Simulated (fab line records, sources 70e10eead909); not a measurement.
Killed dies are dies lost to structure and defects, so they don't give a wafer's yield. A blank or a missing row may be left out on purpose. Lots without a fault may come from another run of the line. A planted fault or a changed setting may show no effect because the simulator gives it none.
Which tool did it? | flow nand_harc | 6 lots, 18 wafers sampled, at 5 steps of a route of 1302

WHAT THE GAUGES READ, wafer by wafer
NHARC_END_SORT_01.
lot  | measured     | on        | defect_limited_yield (%)
L256 | day 30 12:04 | prober-02 | 88.8 87.4 85.7

WHICH TOOL RAN EACH LOT (tool, then ch and the chambers of the sampled wafers, then the start)
lot  | NHARC_P_M1_ETCH_35                 | NHARC_A_BONDPAD_DEGAS_25     | NHARC_THIN_TSV_DEP_43           | NHARC_THIN_TSV_PRE_CLEAN_54
L245 | rie_diel-02 ch 0,3, day 6 21:47    | pvd_sputter-03, day 23 08:58 | pecvd-02 ch 0,1, day 23 22:01   | pvd_sputter-01, day 24 03:47
L246 | rie_diel-01 ch 0,2,3, day 7 09:33  | pvd_sputter-03, day 24 00:16 | pecvd-01 ch 0,2, day 24 13:38   | pvd_sputter-02, day 24 19:19
L253 | rie_diel-01 ch 0,2,3, day 10 07:32 | pvd_sputter-02, day 26 21:37 | pecvd-01 ch 0,2, day 27 14:25   | pvd_sputter-01, day 27 19:55
L256 | rie_diel-01 ch 0,1,2, day 11 13:55 | pvd_sputter-01, day 29 10:08 | pecvd-01 ch 0,1,2, day 29 21:14 | pvd_sputter-02, day 30 03:20
L261 | rie_diel-01 ch 0,3, day 13 22:08   | pvd_sputter-01, day 31 01:16 | pecvd-01 ch 0,2, day 31 14:26   | pvd_sputter-02, day 31 19:53
L263 | rie_diel-02 ch 1,3, day 14 13:56   | pvd_sputter-01, day 31 07:18 | pecvd-02 ch 0,1, day 32 01:47   | pvd_sputter-03, day 32 07:29
- NHARC_P_M1_ETCH_35: etches the open film in N2/H2, target depth 40 nm, overetch 12 nm, time 43.94 s.
- NHARC_A_BONDPAD_DEGAS_25: time 60 s.
- NHARC_THIN_TSV_DEP_43: deposits SiO2, target thk 1328.5 nm.
- NHARC_THIN_TSV_PRE_CLEAN_54: time 30 s.

THE ANSWER, worked out from the rows above alone
Rule: what is usual is taken from the lots themselves. Put in order of their means at a reading, lots are off if they are a third of the lots or fewer, leave a main group of 4 or more, and stand apart from it by a gap of 3 or more times the standard deviation of the main group's means; of several such gaps the widest counts. A main group whose means are all the same, to the digits that the tables above print for the reading, isn't used. A lot without any number at a reading at which 4 lots or more have one is off too. The other lots that the step has rows for count as sound.
No lot is off at any reading shown: from this, nothing can be told.

WHAT THE SIMULATOR HAD PUT IN
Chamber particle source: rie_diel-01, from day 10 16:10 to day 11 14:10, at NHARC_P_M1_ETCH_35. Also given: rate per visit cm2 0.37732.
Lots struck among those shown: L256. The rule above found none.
